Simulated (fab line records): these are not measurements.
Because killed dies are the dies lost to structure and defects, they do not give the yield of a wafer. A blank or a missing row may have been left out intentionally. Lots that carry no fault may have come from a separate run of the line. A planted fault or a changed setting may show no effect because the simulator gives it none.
fab line records | flow nandHarc
[record] lots = 14 | wafers = 42 | lastDay = 25
route steps=1159 shown A_CONTACT@943 A_BONDPAD@1082 THIN_TSV@1122 END@1159
lots with no fault: from the same line, run without faults
startH: start of the lot's first displayed wafer, in hours after the record's first day | waitH: how many hours have passed since the lot's step before this one | " repeats the value in the row above | L1.1+2: a row that stands for several wafers | - either no value or no given start | * or withheld: withheld | < > ~ a bound
route shown NAME@n: NAME is a module with steps in the file, n the number in the route of the first one | usual: mean/standard deviation of fault-free wafers | same: alike in all rows | chamber/n: place in a boat | sites: per-site readings | _std_site: the standard deviation of these | _edge_site: outer sites' mean less inner sites' | radiusMm: for every site, how far away it sits from the centre of the wafer | mask NAME#n: copy n | behind: the last tool/chamber to shape the wafer | hold: what put the lot on hold/how long, in hours/how the hold closed | device: the transistor (n, p or np) that didn't switch | end of line: the route-end tests of the same wafers | where a step has no rows: the recipe by itself | killed: dies that structure and defects cost at the first sort, which is not the same as the wafer's yield | map: dies across one wafer; x = killed, . = not, _ = none there
set.NAME: the setting as run; set.NAME@STEP: as run at that earlier step | model.NAME: the simulator's own value behind a step, which no gauge read
one table for each step of the route and one row for each wafer, over a sample of lots
services: a tool's chamber out of use, with start hour (startH, from the record's first day; less than 0 if before it), hours out, and reason
[[steps]]
[step NHARC_A_CONTACT_ETCH_134]
[recipe] sourceW = withheld | pressureMtorr = 20 | biasV = withheld | timeS = 140 | targetDepthA = 7000 | arFlowSccm = withheld | c4f8FlowSccm = withheld | o2FlowSccm = withheld | chemistry = C4F8/O2/Ar
[same] timeS = 140
lot.wafer | tool          | chamber | startH | waitH | rfHoursCounterH
L392.3    | harCapEtch-02 | 1       | 378.57 | -     | -
L392.5    | "             | 0       | "      | "     | -
L392.6    | "             | 1       | "      | "     | -
L397.1    | harCapEtch-02 | 1       | 409.74 | -     | 15
L397.4    | "             | 0       | "      | "     | -
L397.6    | "             | 0       | "      | "     | -
L399.1    | harCapEtch-02 | 1       | 438.17 | -     | 18
L399.4    | "             | 1       | "      | "     | -
L399.6    | "             | 1       | "      | "     | -
L406.2    | harCapEtch-03 | 0       | 457.10 | -     | 97
L406.1    | "             | 1       | "      | "     | 97
L406.4    | "             | 0       | "      | "     | -
L405.1    | harCapEtch-03 | 0       | 462.22 | -     | 97
L405.3    | "             | 1       | "      | "     | -
L405.5    | "             | 0       | "      | "     | -
L404.3    | harCapEtch-03 | 1       | 473.60 | -     | -
L404.5    | "             | 1       | "      | "     | -
L404.6    | "             | 0       | "      | "     | -
L408.1    | harCapEtch-03 | 1       | 477.97 | -     | 100
L408.4    | "             | 1       | "      | "     | -
L408.6    | "             | 1       | "      | "     | -
L407.2    | harCapEtch-03 | 0       | 487.16 | -     | 101
L407.4    | "             | 1       | "      | "     | -
L407.5    | "             | 1       | "      | "     | -
L411.1    | harCapEtch-01 | 0       | 492.10 | -     | 79
L411.4    | "             | 0       | "      | "     | -
L411.5    | "             | 1       | "      | "     | -
L410.1    | harCapEtch-02 | 0       | 496.09 | -     | 32
L410.3    | "             | 0       | "      | "     | -
L410.4    | "             | 1       | "      | "     | -
L409.1    | harCapEtch-01 | 0       | 500.45 | -     | 80
L409.2    | "             | 1       | "      | "     | 80
L409.3    | "             | 1       | "      | "     | -
L413.2    | harCapEtch-02 | 0       | 514.75 | -     | 35
L413.5    | "             | 1       | "      | "     | -
L413.6    | "             | 0       | "      | "     | -
L412.2    | harCapEtch-03 | 0       | 522.62 | -     | 108
L412.4    | "             | 0       | "      | "     | -
L412.6    | "             | 1       | "      | "     | -
L414.1    | harCapEtch-02 | 1       | 525.66 | -     | 37
L414.6    | "             | 0       | "      | "     | -
L414.5    | "             | 1       | "      | "     | -
[step NHARC_A_BONDPAD_DEGAS_25]
[recipe] tempC = 300 | timeS = 60
[usual] heaterPowerW = 436/38
[same] timeS = 60
lot.wafer | tool          | chamber | startH | waitH | heaterPowerW
L392.3    | pvdSputter-03 | -       | 409.47 | -     | 489
L392.6    | "             | -       | "      | "     | 473
L392.5    | "             | -       | "      | "     | 464
L397.4    | pvdSputter-03 | -       | 447.74 | -     | 450
L397.1    | "             | -       | "      | "     | 485
L397.6    | "             | -       | "      | "     | 491
L399.1    | pvdSputter-02 | -       | 465.33 | -     | 376
L399.4    | "             | -       | "      | "     | 417
L399.6    | "             | -       | "      | "     | 439
L406.1    | pvdSputter-02 | -       | 485.65 | -     | 421
L406.2    | "             | -       | "      | "     | 393
L406.4    | "             | -       | "      | "     | 412
L405.3    | pvdSputter-02 | -       | 490.51 | -     | 421
L405.1    | "             | -       | "      | "     | 420
L405.5    | "             | -       | "      | "     | 380
L404.3    | pvdSputter-01 | -       | 493.24 | -     | 464
L404.5    | "             | -       | "      | "     | 381
L404.6    | "             | -       | "      | "     | 439
L408.1    | pvdSputter-03 | -       | 497.20 | -     | 515
L408.4    | "             | -       | "      | "     | 490
L408.6    | "             | -       | "      | "     | 500
L407.2    | pvdSputter-03 | -       | 513.08 | -     | 487
L407.4    | "             | -       | "      | "     | 421
L407.5    | "             | -       | "      | "     | 490
L411.1    | pvdSputter-02 | -       | 521.00 | -     | 399
L411.4    | "             | -       | "      | "     | 463
L411.5    | "             | -       | "      | "     | 425
L409.1    | pvdSputter-01 | -       | 526.05 | -     | 365
L409.3    | "             | -       | "      | "     | 436
L409.2    | "             | -       | "      | "     | 433
L410.3    | pvdSputter-01 | -       | 526.35 | -     | 427
L410.1    | "             | -       | "      | "     | 490
L410.4    | "             | -       | "      | "     | 448
L413.2    | pvdSputter-02 | -       | 535.87 | -     | 433
L413.6    | "             | -       | "      | "     | 436
L413.5    | "             | -       | "      | "     | 384
L412.4    | pvdSputter-02 | -       | 548.69 | -     | 466
L412.2    | "             | -       | "      | "     | 384
L412.6    | "             | -       | "      | "     | 463
L414.1    | pvdSputter-02 | -       | 555.82 | -     | 388
L414.5    | "             | -       | "      | "     | 443
L414.6    | "             | -       | "      | "     | 384
[step NHARC_A_BONDPAD_PRE_CLEAN_26]
[recipe] timeS = 30 | tempC = 280 | gas = H2/He
[usual] heaterPowerW = 385/34
[same] timeS = 30
lot.wafer | tool          | chamber | startH | waitH | heaterPowerW
L392.3    | pvdSputter-03 | -       | -      | -     | 397
L392.6    | "             | -       | "      | "     | 423
L392.5    | "             | -       | "      | "     | 398
L397.1    | pvdSputter-03 | -       | -      | -     | 419
L397.4    | "             | -       | "      | "     | 420
L397.6    | "             | -       | "      | "     | 424
L399.4    | pvdSputter-02 | -       | -      | -     | 338
L399.1    | "             | -       | "      | "     | 422
L399.6    | "             | -       | "      | "     | 405
L406.4    | pvdSputter-02 | -       | -      | -     | 380
L406.2    | "             | -       | "      | "     | 342
L406.1    | "             | -       | "      | "     | 357
L405.1    | pvdSputter-02 | -       | -      | -     | 387
L405.3    | "             | -       | "      | "     | 333
L405.5    | "             | -       | "      | "     | 387
L404.3    | pvdSputter-01 | -       | -      | -     | 393
L404.6    | "             | -       | "      | "     | 333
L404.5    | "             | -       | "      | "     | 373
L408.4    | pvdSputter-03 | -       | -      | -     | 428
L408.1    | "             | -       | "      | "     | 375
L408.6    | "             | -       | "      | "     | 440
L407.2    | pvdSputter-03 | -       | -      | -     | 436
L407.4    | "             | -       | "      | "     | 418
L407.5    | "             | -       | "      | "     | 429
L411.4    | pvdSputter-02 | -       | -      | -     | 355
L411.1    | "             | -       | "      | "     | 393
L411.5    | "             | -       | "      | "     | 343
L409.3    | pvdSputter-01 | -       | -      | -     | 392
L409.1    | "             | -       | "      | "     | 331
L409.2    | "             | -       | "      | "     | 365
L410.4    | pvdSputter-01 | -       | -      | -     | 318
L410.3    | "             | -       | "      | "     | 401
L410.1    | "             | -       | "      | "     | 435
L413.2    | pvdSputter-02 | -       | -      | -     | 340
L413.6    | "             | -       | "      | "     | 384
L413.5    | "             | -       | "      | "     | 333
L412.2    | pvdSputter-02 | -       | -      | -     | 372
L412.4    | "             | -       | "      | "     | 339
L412.6    | "             | -       | "      | "     | 349
L414.1    | pvdSputter-02 | -       | -      | -     | 365
L414.5    | "             | -       | "      | "     | 379
L414.6    | "             | -       | "      | "     | 344
[step NHARC_THIN_TSV_STRIP_45]
[recipe] powerW = 1500 | tempC = 250 | chemistry = O2
[usual] drypumpMotorCurrentA = 6.0/0.42 | heaterPowerW = 330/30
lot.wafer | tool           | chamber | startH | waitH | drypumpMotorCurrentA | heaterPowerW | rfHoursCounterH
L392.3    | plasmaAsher-01 | 0       | 427.99 | 0.2   | 6.6                  | 335          | -
L392.5    | "              | 1       | "      | "     | 6.6                  | 345          | -
L392.6    | "              | 0       | "      | "     | 6.6                  | 340          | -
L397.1    | plasmaAsher-02 | 0       | 463.27 | 0.1   | 5.9                  | 363          | 32
L397.4    | "              | 0       | "      | "     | 5.9                  | 364          | -
L397.6    | "              | 0       | "      | "     | 5.9                  | 367          | -
L399.1    | plasmaAsher-02 | 0       | 480.60 | 0.1   | 5.9                  | 368          | 45
L399.4    | "              | 0       | "      | "     | 5.9                  | 364          | -
L399.6    | "              | 0       | "      | "     | 5.9                  | 364          | -
L406.1    | plasmaAsher-02 | 1       | 502.50 | 0.1   | 5.6                  | 295          | 57
L406.2    | "              | 0       | "      | "     | 5.9                  | 366          | 57
L406.4    | "              | 1       | "      | "     | 5.6                  | 287          | -
L405.1    | plasmaAsher-02 | 0       | 503.77 | 0.1   | 5.9                  | 367          | 58
L405.3    | "              | 1       | "      | "     | 5.6                  | 280          | -
L405.5    | "              | 1       | "      | "     | 5.6                  | 294          | -
L408.1    | plasmaAsher-02 | 0       | 514.93 | 0.7   | 5.9                  | 371          | 69
L408.4    | "              | 0       | "      | "     | 5.9                  | 367          | -
L408.6    | "              | 1       | "      | "     | 5.6                  | 301          | -
L404.3    | plasmaAsher-02 | 0       | 517.16 | 1.7   | 5.9                  | 366          | -
L404.5    | "              | 0       | "      | "     | 5.9                  | 361          | -
L404.6    | "              | 1       | "      | "     | 5.6                  | 290          | -
L407.2    | plasmaAsher-01 | 0       | 531.46 | 0.1   | 6.5                  | 332          | 4
L407.4    | "              | 0       | "      | "     | 6.6                  | 332          | -
L407.5    | "              | 0       | "      | "     | 6.5                  | 328          | -
L411.1    | plasmaAsher-01 | 1       | 537.48 | 0.1   | 6.6                  | 324          | 5
L411.4    | "              | 0       | "      | "     | 6.5                  | 331          | -
L411.5    | "              | 0       | "      | "     | 6.5                  | 331          | -
L409.2    | plasmaAsher-01 | 0       | 541.85 | 0.3   | 6.6                  | 326          | 7
L409.1    | "              | 1       | "      | "     | 6.6                  | 325          | 7
L409.3    | "              | 1       | "      | "     | 6.6                  | 313          | -
L410.1    | plasmaAsher-01 | 1       | 543.02 | 0.3   | 6.6                  | 313          | 8
L410.4    | "              | 1       | "      | "     | 6.6                  | 318          | -
L410.3    | "              | 0       | "      | "     | 6.6                  | 329          | -
L413.2    | plasmaAsher-01 | 0       | 551.13 | 0.1   | 6.5                  | 326          | 13
L413.6    | "              | 0       | "      | "     | 6.5                  | 335          | -
L413.5    | "              | 1       | "      | "     | 6.6                  | 322          | -
L412.2    | plasmaAsher-02 | 1       | 566.75 | 0.1   | 5.6                  | 296          | 7
L412.4    | "              | 0       | "      | "     | 5.9                  | 361          | -
L412.6    | "              | 1       | "      | "     | 5.6                  | 290          | -
L414.1    | plasmaAsher-01 | 1       | 570.93 | 0.1   | 6.6                  | 317          | 19
L414.5    | "              | 0       | "      | "     | 6.6                  | 333          | -
L414.6    | "              | 1       | "      | "     | 6.6                  | 312          | -
[step NHARC_END_SORT_01]
[recipe] tempC = 25
[usual] killedAtArray = 28/8.9 | killedAtOther = 0.8/1.2 | killedAtPeriphery = 3.3/2.3 | killedDies = 32/9.4 | killedOpen = 3.2/1.8 | killedShort = 1.9/1.4
[same] grossDies = 677
lot.wafer | tool      | chamber | startH | waitH | killedAtArray | killedAtOther | killedAtPeriphery | killedDies | killedOpen | killedShort
L397.1    | prober-01 | 0       | 477.08 | 2.5   | 64            | 0             | 1                 | 65         | 1          | 1
L397.4    | prober-01 | 0       | 479.45 | 3.4   | 16            | 1             | 2                 | 19         | 1          | 2
L397.6    | prober-01 | 0       | 481.03 | 4.0   | 20            | 0             | 2                 | 22         | 2          | 2
L399.1    | prober-02 | 0       | 494.77 | 2.5   | 70            | 0             | 4                 | 74         | 2          | 5
L399.4    | prober-02 | 0       | 497.17 | 3.4   | 69            | 0             | 6                 | 75         | 5          | 2
L399.6    | prober-02 | 0       | 498.78 | 4.0   | 60            | 0             | 3                 | 63         | 5          | 0
// killed by level:class
L397.1 A_CONTACT:unspecified=44 A_CHANNEL_HOLE_D1:chamberFilmFlake=6 A_SLIT:chamberFilmFlake=6 A_CONTACT:chamberFilmFlake=5 A_CONTACT:geometricParticle:open=1 A_M1:geometricParticle:short=1 P_ZERO_WELL:chamberFilmFlake=1 A_STAIRCASE:chamberFilmFlake=1
L397.4 A_SLIT:chamberFilmFlake=10 A_CONTACT:chamberFilmFlake=2 A_BLC:geometricParticle:open=1 A_BONDPAD:geometricParticle:short=1 P_ZERO_WELL:chamberFilmFlake=1 P_GATE:chamberFilmFlake=1 STARTING-WAFER:geometricParticle:short=1 A_ZERO_WELL:chamberFilmFlake=1
L397.6 A_SLIT:chamberFilmFlake=8 A_CONTACT:chamberFilmFlake=3 P_ZERO_WELL:chamberFilmFlake=2 A_CHANNEL_HOLE_D1:chamberFilmFlake=2 A_ONON_D1:geometricParticle:short=1 A_CHANNEL_HOLE_D1:geometricParticle:open=1 A_WL_FILL:geometricParticle:short=1 A_M0:geometricParticle:open=1
L399.1 A_CONTACT:unspecified=47 A_CHANNEL_HOLE_D1:chamberFilmFlake=17 P_GATE:geometricParticle:short=1 P_CONTACT:geometricParticle:open=1 A_ONON_D1:geometricParticle:short=1 A_CHANNEL_HOLE_D1:geometricParticle:short=1 A_CHANNEL_FILL_D1:geometricParticle:short=1 A_WL_FILL:geometricParticle:short=1
L399.4 A_CONTACT:unspecified=41 A_CHANNEL_HOLE_D1:chamberFilmFlake=17 A_STAIRCASE:chamberFilmFlake=3 P_CONTACT:geometricParticle:short=2 A_CONTACT:geometricParticle:open=2 A_CONTACT:chamberFilmFlake=2 P_M0:geometricParticle:open=1 A_ONON_D1:geometricParticle:open=1
L399.6 A_CONTACT:unspecified=43 A_CHANNEL_HOLE_D1:chamberFilmFlake=10 P_STI:geometricParticle:open=1 A_CHANNEL_HOLE_D1:geometricParticle:open=1 A_CHANNEL_FILL_D1:geometricParticle:open=1 A_WL_FILL:geometricParticle:open=1 A_CONTACT:geometricParticle:open=1 P_ZERO_WELL:chamberFilmFlake=1
[[services]]
tool           | chamber | startH | hours | kind
plasmaAsher-02 | -       | 361.09 | 9.0   | pm
plasmaAsher-02 | 0       | 361.09 | 9.0   | ventCycle
plasmaAsher-02 | 1       | 361.09 | 9.0   | ventCycle
plasmaAsher-02 | 0       | 370.09 | -     | clean
plasmaAsher-02 | 1       | 370.09 | -     | clean
pvdSputter-01  | -       | 378.20 | 1.3   | repair
pvdSputter-02  | -       | 392.00 | 10.0  | pm
plasmaAsher-01 | -       | 412.84 | 1.7   | repair
pvdSputter-03  | -       | 424.30 | 1.7   | repair
pvdSputter-01  | -       | 426.35 | 1.9   | repair
pvdSputter-02  | -       | 434.43 | 1.3   | repair
plasmaAsher-01 | -       | 452.43 | 56.7  | repair
pvdSputter-02  | -       | 456.78 | 1.3   | repair
pvdSputter-03  | -       | 458.00 | 10.0  | pm
pvdSputter-02  | -       | 495.71 | 1.8   | repair
plasmaAsher-01 | -       | 509.14 | 9.0   | pm
plasmaAsher-01 | 0       | 509.14 | 9.0   | ventCycle
plasmaAsher-01 | 1       | 509.14 | 9.0   | ventCycle
pvdSputter-01  | -       | 514.01 | 10.0  | pm
plasmaAsher-01 | 0       | 518.14 | -     | clean
plasmaAsher-02 | -       | 538.09 | 9.0   | pm
pvdSputter-03  | -       | 540.27 | 10.6  | repair
harCapEtch-03  | -       | 545.00 | 17.0  | pm
pvdSputter-02  | -       | 570.00 | 10.0  | pm
[[key]]
[firstSign] step = NHARC_END_SORT_01 | reading = killedAtArray | direction = up | sigmas = 4.2 | usual = 28 | struck = 66
[effect] step = NHARC_END_SORT_01 | reading = killedDies | direction = up | sigmas = 3.9 | usual = 32 | struck = 69
[moreKillsBornAt] NHARC_A_CONTACT_ETCH_134@harCapEtch-02 = 175
metAt NHARC_A_CONTACT_ETCH_134
struckLots L397,L399
struckWafers L397.1,L399.1,L399.4,L399.6
testerLeftOut L397,L399
notActingAt NHARC_A_BONDPAD_DEGAS_25,NHARC_A_BONDPAD_PRE_CLEAN_26,NHARC_THIN_TSV_STRIP_45
onsetBetween 378.57 409.74
[fault] kind = chamberParticleSource | tool = harCapEtch-02 | chamber = 1 | onsetH = 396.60 | steps = NHARC_A_CONTACT_ETCH_134 | ratePerVisitCm2 = 0.57345 | endH = 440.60
// testerLeftOut: of these lots the tester's yield and bins aren't shown, on N5 and GAA mostly nor the transistor test; their killed dies are dies lost to structure and defects alone, not to doping, threshold or leakage, so they don't give the yield
